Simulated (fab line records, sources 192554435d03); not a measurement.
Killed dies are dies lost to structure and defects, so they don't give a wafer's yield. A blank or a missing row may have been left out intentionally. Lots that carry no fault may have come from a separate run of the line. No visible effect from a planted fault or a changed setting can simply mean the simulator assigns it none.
fab line records | flow n5_finfet
record: lots: 7 wafers: 21
route steps=1938 shown BEOL_M4@1053 BEOL_M5@1115 BEOL_M6@1221 BEOL_M7@1266 BEOL_M8@1359
start_h: hours from the record's first day to the start of the lot's first wafer shown | wait_h: how many hours have passed since the lot's step before this one | " same as the row above | L1.1+2: several wafers, shown together as one row | - no value present, or no start provided | * or withheld: withheld | < > ~ a bound
route shown NAME@n: names a module that has steps shown in the file, with the first one's number in the route | usual: average and standard deviation across the fault-free wafers | same: alike in all rows | chamber/n: place in a boat | sites: per-site readings | _std_site: standard deviation across them | _edge_site: mean of outer sites minus mean of inner sites | radius_mm: how far each site lies from the wafer's centre | mask NAME#n: copy n | behind: the most recent tool/chamber to have shaped the wafer | hold: reason for holding the lot/hours on hold/outcome of the hold | device: names the non-switching transistor (n, p or np) | end of line: at the end of the route, the tests of the same wafers | step lacking rows: just its recipe | killed: dies lost to structure and defects at the first sort, not the wafer's yield | map: the dies of a wafer, with x for killed, . for not killed, _ for no die there
set.NAME: the run value of the setting; set.NAME@STEP: its run value at that earlier step | model.NAME: the simulator's own value behind a step, which no gauge read
one table per step and one row per wafer, for lots whose settings were changed on purpose
== steps ==
step: N5_BEOL_M4_EXPOSE_25
recipe: mask_id: V3 na: 0.33 source_shape: quasar sigma_inner: 0.2 sigma_outer: 0.8 polarization: unpolarized defocus_nm: 5 dose_mj: 63
columns lot.wafer tool chamber start_h wait_h mask set.dose_mj
L074.1+5 euv_scanner-01 0 165.29 - V3#0 61.02
L074.4 " 0 " " V3#0 63
L080.2+3+6 euv_scanner-01 0 194.83 - V3#0 63
L088.1+3+4 euv_scanner-02 0 249.25 - V3#0 63
L089.2+4+5 euv_scanner-01 0 249.49 - V3#0 63
L090.1+4+6 euv_scanner-02 0 254.99 - V3#0 63
L091.1+2+4 euv_scanner-02 0 260.05 - V3#0 63
L095.2+4+5 euv_scanner-02 0 293.96 - V3#0 63
step: N5_BEOL_M4_PEB_26
recipe: peb_temp_c: 100 peb_time_s: 60 resist: CAR-EUV
step: N5_BEOL_M4_DEVELOP_27
recipe: develop_time_s: 30 developer: TMAH resist: CAR-EUV rinse_liquid: surfactant_rinse dry: air_spin dev_temp_c: 23
step: N5_BEOL_M4_DESCUM_33
recipe: chemistry: O2 time_s: 7 source_power_w: 50 bias_power_w: 20 pressure_mtorr: 20 rf_frequency_hz: 2.712e+07 temp_c: 40 resist: CAR-EUV o2_flow_sccm: 225
step: N5_BEOL_M4_ETCH_77
recipe: chemistry: N2/H2 target: underlayer target_depth_a: 65 mask_material: CAR-EUV time_s: 5.2 ion_energy_ev: 200 pressure_mtorr: 30 source_w: 840 bias_w: 150 n2_flow_sccm: 200 h2_flow_sccm: 200 ends: cleared
columns lot.wafer tool chamber start_h wait_h set.spin_rpm@BEOL_M4_COAT_22 model.CAR-EUV_of_BEOL_M4_COAT_22.thk_nm
L074.1 rie_diel-02 3 165.59 0.0 1500 20.2
L074.4+5 " 2,1 " " 1500 20.4
L080.2+6 rie_diel-02 1 195.13 0.0 1500 20.4
L080.3 " 3 " " 1658 18.8
L088.1 rie_diel-03 3 249.56 0.0 1500 20.2
L088.3 " 2 " " 1407 21.2
L088.4 " 0 " " 1500 20.4
L089.2 rie_diel-05 2 249.79 0.0 1456 20.8
L089.4 " 0 " " 1456 20.6
L089.5 " 0 " " 1500 20.2
L090.1+4+6 rie_diel-03 2,3,2 255.31 0.0 1500 20.2
L091.1+4 rie_diel-05 2 260.36 0.0 1500 20.6
L091.2 " 1 " " 1500 20.4
L095.2+4 rie_diel-05 0,2 294.25 0.0 1358 21.8
L095.5 " 3 " " 1500 20.2
step: N5_BEOL_M4_ETCH_69
recipe: chemistry: CF4 target: SiARC target_depth_a: 156 mask_material: CAR-EUV time_s: 26 ion_energy_ev: 80 pressure_mtorr: 40 source_w: 545 bias_w: 36 Ar_flow_sccm: 100 cf4_flow_sccm: 100 ends: cleared
step: N5_BEOL_M4_ALD_98
recipe: material: SiO2 target_thk_a: 25 temp_c: 100 ald_precursor_family: BDEAS ald_co_reactant: O2-plasma pulse_time_s: 1 co_reactant_pulse_time_s: 1 purge_time_s: 2 co_reactant_purge_time_s: 2 ald_cycles: 17 pressure_torr: 2
step: N5_BEOL_M4_ETCHBACK_99
recipe: chemistry: CHF3 target: SiO2 target_depth_a: 50 time_s: 10.4 source_w: 215 bias_w: 47 Ar_flow_sccm: 200 CHF3_flow_sccm: 12 ion_energy_ev: 100 pressure_mtorr: 30
columns lot.wafer tool chamber start_h wait_h set.spin_rpm@BEOL_M4_COAT_22 model.CAR-EUV_of_BEOL_M4_COAT_22.thk_nm
L074.1 rie_diel-03 2 167.45 1.3 1500 10.2
L074.4 " 3 " " 1500 10.6
L074.5 " 2 " " 1500 10.4
L080.2+6 rie_diel-02 3,1 195.66 0.2 1500 10.4
L080.3 " 0 " " 1658 8.8
L088.1 rie_diel-02 3 252.78 3.1 1500 10.2
L088.3 " 2 " " 1407 11.2
L088.4 " 0 " " 1500 10.4
L089.2 rie_diel-03 2 252.97 3.0 1456 11
L089.4 " 1 " " 1456 10.8
L089.5 " 0 " " 1500 10.2
L090.1+4 rie_diel-02 0 262.17 6.6 1500 10.4
L090.6 " 3 " " 1500 10.2
L091.1+4 rie_diel-02 1,3 265.40 4.9 1500 10.6
L091.2 " 0 " " 1500 10.4
L095.2+4 rie_diel-02 0,2 296.62 2.2 1358 12
L095.5 " 3 " " 1500 10.2
step: N5_BEOL_M5_PECVD_70
recipe: material: SiO2 target_thk_a: 160 temp_c: 400 precursor: TEOS/O2 pressure_torr: 5.5 rf_w: 450 teos_flow_sccm: 53.8 gas: O2 flow_sccm: 3000 time_s: 18
columns lot.wafer tool chamber start_h wait_h set.temp_c model.SiO2_of_BEOL_M5_PECVD_70.thk_nm
L074.1 pecvd-01 0 173.80 0.0 400 15.6
L074.4+5 " 0,1 " " 400 15.8
L080.2 pecvd-04 1 204.74 0.0 400 15.8
L080.3 " 0 " " 400 15.4
L080.6 " 2 " " 415.5 14.4
L088.1 pecvd-01 1 258.79 0.0 412.3 14.4
L088.3 " 0 " " 400 15.4
L088.4 " 1 " " 412.3 14.8
L089.2 pecvd-01 1 261.44 0.0 400 15.6
L089.4 " 0 " " 412.5 14.6
L089.5 " 1 " " 400 15.8
L090.1 pecvd-03 2 268.13 0.0 400 15.8
L090.4+6 " 0,2 " " 400 16
L091.1 pecvd-04 2 271.44 0.0 400 16
L091.2 " 0 " " 400 15.2
L091.4 " 0 " " 400 15.8
L095.2 pecvd-04 2 304.84 0.0 400 15.6
L095.4 " 1 " " 400 16.2
L095.5 " 2 " " 400 16
step: N5_BEOL_M5_COAT_05
recipe: resist: CAR-EUV spin_rpm: 1500 resist_thk_nm: 30
columns lot.wafer tool chamber start_h wait_h set.spin_rpm model.CAR-EUV_of_BEOL_M5_COAT_05.thk_nm
L074.1+4+5 litho_track-03 0 - - 1500 30.2
L080.2+6 litho_track-03 0 - - 1433 30.6
L080.3 " 0 " " 1500 30
L088.1+3 litho_track-03 0 - - 1581 29.2
L088.4 " 0 " " 1581 29.4
L089.2 litho_track-03 0 - - 1500 29.8
L089.4+5 " 0 " " 1643 28.4
L090.1 litho_track-02 0 - - 1500 30
L090.4 " 0 " " 1454 30.6
L090.6 " 0 " " 1454 30.4
L091.1+2+4 litho_track-03 0 - - 1500 30
L095.2 litho_track-03 0 - - 1576 29.2
L095.4 " 0 " " 1500 29.8
L095.5 " 0 " " 1576 29
step: N5_BEOL_M5_ETCH_72
recipe: chemistry: N2/H2 target: underlayer target_depth_a: 65 mask_material: CAR-EUV time_s: 5.2 ion_energy_ev: 200 pressure_mtorr: 30 source_w: 840 bias_w: 150 n2_flow_sccm: 200 h2_flow_sccm: 200 ends: cleared
usual: rf_vpp_V: 524.4/2.9
columns lot.wafer tool chamber start_h wait_h set.bias_w rf_vpp_V
L074.1 rie_diel-04 1 174.95 0.0 171.3 572.3
L074.4 " 2 " " 150 525.4
L074.5 " 3 " " 150 524.7
L080.2 rie_diel-06 3 205.95 0.0 139 496.6
L080.3 " 0 " " 139 500.4
L080.6 " 1 " " 150 518.2
L088.1 rie_diel-01 3 259.82 0.0 162.6 552.4
L088.3 " 0 " " 162.6 547.8
L088.4 " 3 " " 150 523.4
L089.2 rie_diel-01 0 263.31 0.0 150 518.3
L089.4 " 1 " " 150 524.4
L089.5 " 0 " " 150 521.7
L090.1 rie_diel-04 0 270.24 0.0 150 522.5
L090.4 " 1 " " 126.7 471.0
L090.6 " 0 " " 126.7 473.7
L091.1 rie_diel-01 0 275.22 0.0 150 520.7
L091.2 " 2 " " 150 527.8
L091.4 " 0 " " 150 517.8
L095.2 rie_diel-04 2 307.29 0.0 139.5 501.2
L095.4 " 1 " " 150 525.5
L095.5 " 3 " " 150 526.7
step: N5_BEOL_M5_COAT_22
recipe: resist: CAR-EUV spin_rpm: 1500 resist_thk_nm: 30
columns lot.wafer tool chamber start_h wait_h set.spin_rpm model.CAR-EUV_of_BEOL_M5_COAT_22.thk_nm
L074.1+4+5 litho_track-04 0 - - 1500 30.2
L080.2 litho_track-04 0 - - 1602 29
L080.3+6 " 0 " " 1500 30
L088.1 litho_track-04 0 - - 1500 30.2
L088.3 " 0 " " 1500 30
L088.4 " 0 " " 1367 31.6
L089.2+4+5 litho_track-03 0 - - 1500 29.8
L090.1 litho_track-03 0 - - 1500 29.8
L090.4 " 0 " " 1500 30
L090.6 " 0 " " 1440 30.6
L091.1+4 litho_track-03 0 - - 1500 29.8
L091.2 " 0 " " 1500 30
L095.2+4 litho_track-03 0 - - 1500 30
L095.5 " 0 " " 1418 30.8
step: N5_BEOL_M5_EBR_24
recipe: solvent: PGMEA ebr_width_mm: 1.5
step: N5_BEOL_M5_SOFTBAKE_23
recipe: temp_c: 110 time_s: 60 resist: CAR-EUV
step: N5_BEOL_M5_EXPOSE_25
recipe: mask_id: V4 na: 0.33 source_shape: quasar sigma_inner: 0.2 sigma_outer: 0.6 polarization: unpolarized defocus_nm: 10 dose_mj: 52.75
step: N5_BEOL_M5_PEB_26
recipe: peb_temp_c: 100 peb_time_s: 60 resist: CAR-EUV
step: N5_BEOL_M5_DEVELOP_27
recipe: develop_time_s: 30 developer: TMAH resist: CAR-EUV rinse_liquid: surfactant_rinse dry: air_spin dev_temp_c: 23
columns lot.wafer tool chamber start_h wait_h set.spin_rpm@BEOL_M5_COAT_22 model.CAR-EUV_of_BEOL_M5_COAT_22.thk_nm
L074.1+4+5 litho_track-03 0 - - 1500 29.8
L080.2 litho_track-03 0 - - 1602 28.6
L080.3+6 " 0 " " 1500 29.4
L088.1+3 litho_track-04 0 - - 1500 29.6
L088.4 " 0 " " 1367 31
L089.2+4+5 litho_track-02 0 - - 1500 29.4
L090.1+4 litho_track-03 0 - - 1500 29.4
L090.6 " 0 " " 1440 30.2
L091.1+2+4 litho_track-02 0 - - 1500 29.4
L095.2+4 litho_track-03 0 - - 1500 29.4
L095.5 " 0 " " 1418 30.4
step: N5_BEOL_M5_DESCUM_33
recipe: chemistry: O2 time_s: 7 source_power_w: 50 bias_power_w: 20 pressure_mtorr: 20 rf_frequency_hz: 2.712e+07 temp_c: 40 resist: CAR-EUV o2_flow_sccm: 225
step: N5_BEOL_M5_ETCH_75
recipe: chemistry: N2/H2 target: underlayer target_depth_a: 65 mask_material: CAR-EUV time_s: 5.2 ion_energy_ev: 200 pressure_mtorr: 30 source_w: 840 bias_w: 150 n2_flow_sccm: 200 h2_flow_sccm: 200 ends: cleared
columns lot.wafer tool chamber start_h wait_h set.spin_rpm@BEOL_M5_COAT_22 model.CAR-EUV_of_BEOL_M5_COAT_22.thk_nm
L074.1 rie_diel-01 1 175.86 0.0 1500 20.4
L074.4+5 " 3,2 " " 1500 20.6
L080.2 rie_diel-06 1 207.39 0.0 1602 19.4
L080.3+6 " 3,0 " " 1500 20.2
L088.1 rie_diel-01 2 262.23 0.0 1500 20.6
L088.3 " 1 " " 1500 20.4
L088.4 " 1 " " 1367 21.8
L089.2+4+5 rie_diel-06 0,3,3 266.17 0.0 1500 20.2
L090.1 rie_diel-04 3 273.62 0.0 1500 20.2
L090.4 " 3 " " 1500 20.4
L090.6 " 2 " " 1440 20.8
L091.1+4 rie_diel-01 1,0 277.59 0.0 1500 20.2
L091.2 " 0 " " 1500 20.4
L095.2 rie_diel-04 3 310.02 0.0 1500 20.4
L095.4 " 1 " " 1500 20.2
L095.5 " 1 " " 1418 21.2
step: N5_BEOL_M5_ETCH_67
recipe: chemistry: CF4 target: SiARC target_depth_a: 156 mask_material: CAR-EUV time_s: 26 ion_energy_ev: 80 pressure_mtorr: 40 source_w: 545 bias_w: 36 Ar_flow_sccm: 100 cf4_flow_sccm: 100 ends: cleared
step: N5_BEOL_M5_ETCH_68
recipe: chemistry: N2/H2 target: SOC target_depth_a: 800 overetch_a: 160 mask_material: SiARC temp_c: 40 time_s: 120 ion_energy_ev: 200 pressure_mtorr: 30 source_w: 840 bias_w: 150 n2_flow_sccm: 200 h2_flow_sccm: 200
step: N5_BEOL_M5_STRIP_91
recipe: chemistry: N2/H2 time_s: 10 power_w: 450 temp_c: 40 pressure_mtorr: 20 rf_frequency_hz: 6e+07 bias_power_w: 7 n2_flow_sccm: 200 h2_flow_sccm: 200
step: N5_BEOL_M5_HM_STRIP_39
recipe: chemistry: peroxide_tin_strip material: TiN target_depth_a: 250 temp_c: 50 time_s: 158
columns lot.wafer tool chamber start_h wait_h set.temp_c@BEOL_M5_PECVD_70 model.SiO2_of_BEOL_M5_PECVD_70.thk_nm
L074.1+4+5 wet_bench-02 1,2,0 176.27 0.0 400 15.6
L080.2 wet_bench-04 4 207.81 0.0 400 15.8
L080.3 " 7 " " 400 15.4
L080.6 " 6 " " 415.5 14.2
L088.1 wet_bench-05 4 262.64 0.0 412.3 14.4
L088.3 " 1 " " 400 15.4
L088.4 " 3 " " 412.3 14.6
L089.2 wet_bench-04 7 266.59 0.0 400 15.4
L089.4 " 1 " " 412.5 14.4
L089.5 " 2 " " 400 15.8
L090.1+4 wet_bench-02 3,5 274.04 0.0 400 15.8
L090.6 " 0 " " 400 16
L091.1 wet_bench-04 1 278.01 0.0 400 15.8
L091.2 " 0 " " 400 15
L091.4 " 2 " " 400 15.6
L095.2 wet_bench-05 6 310.44 0.0 400 15.6
L095.4 " 3 " " 400 16
L095.5 " 5 " " 400 15.8
step: N5_BEOL_M6_COAT_22
recipe: resist: CAR-EUV spin_rpm: 1500 resist_thk_nm: 30
columns lot.wafer tool chamber start_h wait_h set.spin_rpm model.CAR-EUV_of_BEOL_M6_COAT_22.thk_nm
L074.1 litho_track-05 0 - - 1543 29.6
L074.4+5 " 0 " " 1500 30
L080.2+3+6 litho_track-02 0 - - 1612 29
L088.1 litho_track-02 0 - - 1500 30
L088.3+4 " 0 " " 1421 30.8
L089.2+4+5 litho_track-02 0 - - 1500 30
L090.1+4 litho_track-05 0 - - 1500 30
L090.6 " 0 " " 1500 30.2
L091.1+4 litho_track-05 0 - - 1500 30
L091.2 " 0 " " 1500 30.2
L095.2+5 litho_track-05 0 - - 1336 31.8
L095.4 " 0 " " 1336 32
step: N5_BEOL_M6_DESCUM_33
recipe: chemistry: O2 time_s: 7 source_power_w: 50 bias_power_w: 20 pressure_mtorr: 20 rf_frequency_hz: 2.712e+07 temp_c: 40 resist: CAR-EUV o2_flow_sccm: 225
columns lot.wafer tool chamber start_h wait_h set.time_s model.CAR-EUV_of_BEOL_M6_COAT_22.thk_nm
L074.1 rie_diel-02 3 189.52 0.4 7 25.8
L074.4 " 3 " " 5.886 26.6
L074.5 " 0 " " 7 26
L080.2+3 rie_diel-03 0,1 220.95 0.3 8.227 24.4
L080.6 " 1 " " 7 25
L088.1 rie_diel-05 2 275.23 0.0 7 26.2
L088.3+4 " 1,2 " " 7.842 26.4
L089.2+5 rie_diel-03 1,0 279.46 0.1 7 26
L089.4 " 2 " " 5.601 26.8
L090.1 rie_diel-02 0 286.44 0.6 8.046 25.6
L090.4 " 1 " " 7 26.2
L090.6 " 1 " " 8.046 25.8
L091.1+4 rie_diel-05 0,3 289.57 0.1 7 26
L091.2 " 2 " " 7 26.2
L095.2 rie_diel-02 1 322.57 0.1 6.419 28.2
L095.4+5 " 0,2 " " 7 28
step: N5_BEOL_M7_PECVD_70
recipe: material: SiO2 target_thk_a: 200 temp_c: 400 precursor: TEOS/O2 pressure_torr: 5.5 rf_w: 450 teos_flow_sccm: 53.8 gas: O2 flow_sccm: 3000 time_s: 22.7
columns lot.wafer tool chamber start_h wait_h set.time_s model.SiO2_of_BEOL_M7_PECVD_70.thk_nm
L074.1 pecvd-02 0 196.10 0.0 24.89 21.8
L074.4 " 0 " " 24.89 22
L074.5 " 1 " " 22.7 20.8
L080.2 pecvd-02 1 229.38 0.0 22.7 20
L080.3 " 0 " " 24.29 21.6
L080.6 " 2 " " 22.7 20.2
L088.1 pecvd-04 0 280.49 0.0 22.7 19.2
L088.3 " 2 " " 22.7 19.8
L088.4 " 2 " " 23.73 21
L089.2 pecvd-04 1 284.77 0.0 22.7 20
L089.4 " 1 " " 22.7 20.6
L089.5 " 0 " " 22.7 19.8
L090.1 pecvd-03 1 290.13 0.0 22.7 19.8
L090.4+6 " 0,2 " " 22.7 20
L091.1+4 pecvd-03 1 293.40 0.0 22.7 20.4
L091.2 " 0 " " 22.7 19.8
L095.2 pecvd-02 1 327.96 0.0 22.7 20
L095.4 " 2 " " 22.7 20.2
L095.5 " 0 " " 19.52 17.6
step: N5_BEOL_M7_HM_DEP_02
recipe: material: TiN target_thk_a: 200 temp_c: 25 chamber_pressure_pa: 0.49996
step: N5_BEOL_M7_COAT_59
recipe: resist: SOC temp_c: 250 time_s: 60 spin_rpm: 1500 resist_thk_nm: 100
step: N5_BEOL_M7_STRIP_80
recipe: chemistry: N2/H2 time_s: 10 power_w: 450 temp_c: 40 pressure_mtorr: 20 rf_frequency_hz: 6e+07 bias_power_w: 7 n2_flow_sccm: 200 h2_flow_sccm: 200
step: N5_BEOL_M7_HM_STRIP_39
recipe: chemistry: peroxide_tin_strip material: TiN target_depth_a: 250 temp_c: 50 time_s: 158
columns lot.wafer tool chamber start_h wait_h set.time_s@BEOL_M7_PECVD_70 model.SiO2_of_BEOL_M7_PECVD_70.thk_nm
L074.1 wet_bench-02 7 201.17 0.0 24.89 21.6
L074.4 " 5 " " 24.89 21.8
L074.5 " 4 " " 22.7 20.6
L080.2 wet_bench-02 5 233.98 0.0 22.7 19.8
L080.3 " 4 " " 24.29 21.6
L080.6 " 6 " " 22.7 20
L088.1 wet_bench-02 7 286.20 0.0 22.7 19
L088.3 " 4 " " 22.7 19.6
L088.4 " 6 " " 23.73 20.8
L089.2 wet_bench-02 1 288.42 0.0 22.7 19.8
L089.4 " 7 " " 22.7 20.6
L089.5 " 2 " " 22.7 19.6
L090.1 wet_bench-05 4 294.79 0.0 22.7 19.6
L090.4 " 1 " " 22.7 19.8
L090.6 " 3 " " 22.7 20
L091.1+4 wet_bench-04 0,5 296.87 0.0 22.7 20.2
L091.2 " 6 " " 22.7 19.6
L095.2 wet_bench-04 5 332.10 0.0 22.7 19.8
L095.4 " 1 " " 22.7 20
L095.5 " 6 " " 19.52 17.4
step: N5_BEOL_M8_COAT_22
recipe: resist: CAR-EUV spin_rpm: 1500 resist_thk_nm: 30
columns lot.wafer tool chamber start_h wait_h set.spin_rpm model.CAR-EUV_of_BEOL_M8_COAT_22.thk_nm
L074.1+5 litho_track-04 0 - - 1647 28.8
L074.4 " 0 " " 1500 30.2
L080.2+6 litho_track-02 0 - - 1500 29.8
L080.3 " 0 " " 1454 30.2
L088.1+3 litho_track-02 0 - - 1456 30.6
L088.4 " 0 " " 1456 30.4
L089.2 litho_track-01 0 - - 1370 31.4
L089.4 " 0 " " 1500 30
L089.5 " 0 " " 1370 31.2
L090.1 litho_track-02 0 - - 1413 30.8
L090.4 " 0 " " 1413 31
L090.6 " 0 " " 1500 30
L091.1+2+4 litho_track-04 0 - - 1500 30
L095.2+4 litho_track-01 0 - - 1500 30
L095.5 " 0 " " 1419 30.8
step: N5_BEOL_M8_ETCH_65
recipe: chemistry: CF4 target: SiARC target_depth_a: 156 mask_material: CAR-EUV time_s: 26 ion_energy_ev: 80 pressure_mtorr: 40 source_w: 545 bias_w: 36 Ar_flow_sccm: 100 cf4_flow_sccm: 100 ends: cleared
usual: etch_rf_on_time_s: 25.7/0.62 rf_vpp_V: 183.7/1.2
columns lot.wafer tool chamber start_h wait_h set.source_w etch_rf_on_time_s rf_vpp_V
L074.1 rie_diel-02 0 209.34 0.0 462.2 29.9 192.2
L074.4 " 2 " " 462.2 29.5 194.3
L074.5 " 1 " " 545 26.7 184.9
L080.2 rie_diel-02 0 245.30 0.0 456.1 30.0 193.0
L080.3 " 1 " " 545 26.7 182.6
L080.6 " 0 " " 545 25.8 181.5
L088.1 rie_diel-02 1 294.21 0.0 545 27.1 184.5
L088.3 " 0 " " 458.6 30.0 193.9
L088.4 " 3 " " 545 25.8 182.4
L089.2 rie_diel-03 3 296.60 0.0 610.5 22.9 177.9
L089.4 " 1 " " 545 26.1 183.6
L089.5 " 1 " " 610.5 23.6 177.4
L090.1 rie_diel-03 3 305.70 0.0 545 25.1 183.8
L090.4 " 2 " " 488.5 27.2 189.9
L090.6 " 2 " " 545 24.8 183.6
L091.1 rie_diel-05 2 305.92 0.0 545 26.5 185.0
L091.2 " 1 " " 545 24.8 184.7
L091.4 " 1 " " 545 25.0 184.1
L095.2 rie_diel-03 1 341.01 0.0 510.4 27.6 187.4
L095.4 " 2 " " 545 25.1 184.5
L095.5 " 1 " " 545 26.4 184.1
== key ==
split: step: N5_BEOL_M4_EXPOSE_25 setting: dose_mj stated: 63 by: wafer
response none clear
split: step: N5_BEOL_M5_PECVD_70 setting: temp_c stated: 400 by: wafer
response: step: N5_BEOL_M5_PECVD_70 reading: model.SiO2_of_BEOL_M5_PECVD_70.thk_nm change: -0.308 per: 1% r: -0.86
response: step: N5_BEOL_M5_HM_STRIP_39 reading: model.SiO2_of_BEOL_M5_PECVD_70.thk_nm change: -0.349 per: 1% r: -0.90
split: step: N5_BEOL_M5_COAT_05 setting: spin_rpm stated: 1500 by: wafer
response: step: N5_BEOL_M5_COAT_05 reading: model.CAR-EUV_of_BEOL_M5_COAT_05.thk_nm change: -0.145 per: 1% r: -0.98
split: step: N5_BEOL_M5_ETCH_72 setting: bias_w stated: 150 by: wafer
response: step: N5_BEOL_M5_ETCH_72 reading: rf_vpp_V change: +3.23 per: 1% r: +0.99
split: step: N5_BEOL_M5_COAT_22 setting: spin_rpm stated: 1500 by: wafer
response: step: N5_BEOL_M5_COAT_22 reading: model.CAR-EUV_of_BEOL_M5_COAT_22.thk_nm change: -0.16 per: 1% r: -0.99
response: step: N5_BEOL_M5_DEVELOP_27 reading: model.CAR-EUV_of_BEOL_M5_COAT_22.thk_nm change: -0.155 per: 1% r: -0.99
response: step: N5_BEOL_M5_ETCH_75 reading: model.CAR-EUV_of_BEOL_M5_COAT_22.thk_nm change: -0.14 per: 1% r: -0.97
split: step: N5_BEOL_M6_COAT_22 setting: spin_rpm stated: 1500 by: wafer
response: step: N5_BEOL_M6_COAT_22 reading: model.CAR-EUV_of_BEOL_M6_COAT_22.thk_nm change: -0.149 per: 1% r: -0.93
split: step: N5_BEOL_M6_DESCUM_33 setting: time_s stated: 7 by: wafer
response: step: N5_BEOL_M6_DESCUM_33 reading: model.CAR-EUV_of_BEOL_M6_COAT_22.thk_nm change: -0.0318 per: 1% r: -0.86
split: step: N5_BEOL_M7_PECVD_70 setting: time_s stated: 22.7 by: wafer
response: step: N5_BEOL_M7_PECVD_70 reading: model.SiO2_of_BEOL_M7_PECVD_70.thk_nm change: +0.175 per: 1% r: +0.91
response: step: N5_BEOL_M7_HM_STRIP_39 reading: model.SiO2_of_BEOL_M7_PECVD_70.thk_nm change: +0.179 per: 1% r: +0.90
split: step: N5_BEOL_M8_COAT_22 setting: spin_rpm stated: 1500 by: wafer
response: step: N5_BEOL_M8_COAT_22 reading: model.CAR-EUV_of_BEOL_M8_COAT_22.thk_nm change: -0.147 per: 1% r: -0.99
split: step: N5_BEOL_M8_ETCH_65 setting: source_w stated: 545 by: wafer
response: step: N5_BEOL_M8_ETCH_65 reading: etch_rf_on_time_s change: * per: 1% r: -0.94
response: step: N5_BEOL_M8_ETCH_65 reading: rf_vpp_V change: -0.602 per: 1% r: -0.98
split outside_this_file step=N5_BEOL_M4_COAT_22 setting=spin_rpm
split outside_this_file: this setting was split too, and the file shows its column; the key of that split is in another file
